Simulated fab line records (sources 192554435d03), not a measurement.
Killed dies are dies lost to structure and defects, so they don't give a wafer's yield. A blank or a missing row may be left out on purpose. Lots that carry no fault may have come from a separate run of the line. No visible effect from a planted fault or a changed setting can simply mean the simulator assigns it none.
Comparing a struck lot with a sound one / flow n5Finfet / 15 steps out of a route of 1938
Sound: these wafers, L400.3, L400.5, L400.6. Struck: wafer L405.6 (L405.2, L405.4, from the same lot, were not struck and are left out); the cause is given at the end.
Each step with rows lists, per side, the tool, then ch with its chambers, then its first start. Under that, the readings that differ: sound wafers / struck wafers / difference of the means / sigmas: that difference in standard deviations of wafers without a fault.
alike: a reading whose means differ by less than 2 such deviations, as well as words and numbers matching on both sides. not compared: withheld readings; readings where some wafer has no value; bounds like >300 that might hide an equal value; numbers whose values overlap and for which the record gives no deviation.
Wherever a step has rows on one side only, a row that says differs or no value, or a row with sigmas, the two part there. When numbers do not overlap yet have no deviation, they are printed without sigmas and do not part them. A reading missing from all wafers of one side parts the sides only when that side holds two or more wafers.

N5_MIM_BOT_LITHO_CD_MEAS_08: the cd target is 3000 nm.
  sound on cdSem-01 ch 0, day 13 10:00; struck on cdSem-02 ch 0, day 14 08:01
  alike: cdNm
N5_MIM_BOT_LITHO_OVL_MEAS_11:
  sound on overlay-02 ch 0, day 13 10:02; struck on overlay-02 ch 0, day 14 08:03
  alike: MIM_BOT_OVL
N5_MIM_BOT_LITHO_INSPECT_12: inspects for defects (macro).
  sound on defectInspect-01 at day 13 10:03; struck on defectInspect-01 at day 14 08:04
  alike: rawDefectCount
N5_MIM_BOT_LITHO_DESCUM_10: chemistry O2, time 7.9 s.
  sound on rieDiel-03 ch 1,2, day 13 10:05; struck on rieDiel-04 ch 0, day 14 08:07
reading=rfVppV (V); sound=239.8 244.9 242.4; struck=246.4; difference=+4.0; sigmas=+3
reading=tempC (C); sound=39.82 39.76 39.91; struck=40.09; difference=+0.26; sigmas=+2
  alike: drypumpMotorCurrentA, o2FlowSccm, oesProductAu, rfFwdPowerW, showerheadPlenumPTorr, throttleValvePct
  not compared: rfHoursCounterH
N5_MIM_BOT_ETCH_ETCH_04: etches SiNx in CF4/O2, target depth 26 nm, time 13 s.
  sound on rieDiel-03 ch 1,2, day 13 10:09; struck on rieDiel-04 ch 0, day 14 08:10
  alike: drypumpMotorCurrentA, oes_ar_750_au, oes_f_703_au, oesProductAu, rfFwdPowerW, rfVppV, showerheadPlenumPTorr, throttleValvePct
  not compared: rfHoursCounterH
N5_MIM_BOT_ETCH_ETCH_03: etches the open film in Cl2/BCl3, target depth 12 nm.
  sound on rieMetal-02 ch 1, day 13 10:18; struck on rieMetal-02 ch 0, day 14 08:16
reading=oesProductAu (a.u.); sound=0.82 0.83 0.82; struck=1.04; difference=+0.22; sigmas=+2
  alike: drypumpMotorCurrentA, rfFwdPowerW, throttleValvePct
  not compared: rfHoursCounterH
N5_MIM_BOT_ETCH_ETCH_00: etches TiN in Cl2/BCl3, target depth 45.5 nm.
  sound on rieMetal-02 ch 1, day 13 10:30; struck on rieMetal-02 ch 0, day 14 08:21
reading=oes_ar_750_au (a.u.); sound=0.83 0.83 0.82; struck=1.04; difference=+0.21; sigmas=+2
reading=rfFwdPowerW (W); sound=998 993 997; struck=1002; difference=+6; sigmas=+2
  alike: drypumpMotorCurrentA, oesProductAu, throttleValvePct
  not compared: rfHoursCounterH
N5_MIM_BOT_ETCH_STRIP_01: strips in O2.
  sound on rieDiel-01 ch 1,2, day 13 10:41; struck on rieDiel-01 ch 3, day 14 08:29
  alike: drypumpMotorCurrentA, o2FlowSccm, oesProductAu, rfVppV, showerheadPlenumPTorr, tempC, throttleValvePct
  not compared: rfHoursCounterH
then, 4 steps without rows for these wafers: N5_MIM_BOT_ETCH_STRIP_02 (strips in post etch residue remover, time 1200 s); N5_MIM_BOT_ETCH_CLEAN_05 (cleans in IPA, time 180 s); N5_MIM_BOT_ETCH_SRD_06 (time 30 s); N5_PASSIVATION_PECVD_55 (deposits SiO2 from SiH4/N2O, target thk 400 nm, time 22.5 s).
N5_PASSIVATION_PECVD_01: deposits SiNx from SiH4/NH3/N2, target thk 200 nm, time 43.2 s.
  sound on pecvd-03 ch 0,2, day 13 11:16; struck on pecvd-03 ch 1, day 14 09:02
reading=model.SiNx_of_PASSIVATION_PECVD_01.thkNm (nm); sound=197.4 199.8 202.2; struck=194; difference=-6; sigmas=
  alike: heaterPowerW, showerheadPlenumPTorr, showerheadVppV, throttleValvePct
  not compared: rfFwdPowerW
then, 1 step without rows for these wafers: N5_PASSIVATION_HMDS_03 (time 60 s).
N5_PASSIVATION_PROBE_49:
  the record holds rows for the sound wafers here (prober-02, day 13 18:33) but none for the struck ones

== WHERE THEY PART ==
First at N5_MIM_BOT_LITHO_DESCUM_10; last, within this record, at N5_PASSIVATION_PROBE_49.

WHY: whatever the simulator had introduced
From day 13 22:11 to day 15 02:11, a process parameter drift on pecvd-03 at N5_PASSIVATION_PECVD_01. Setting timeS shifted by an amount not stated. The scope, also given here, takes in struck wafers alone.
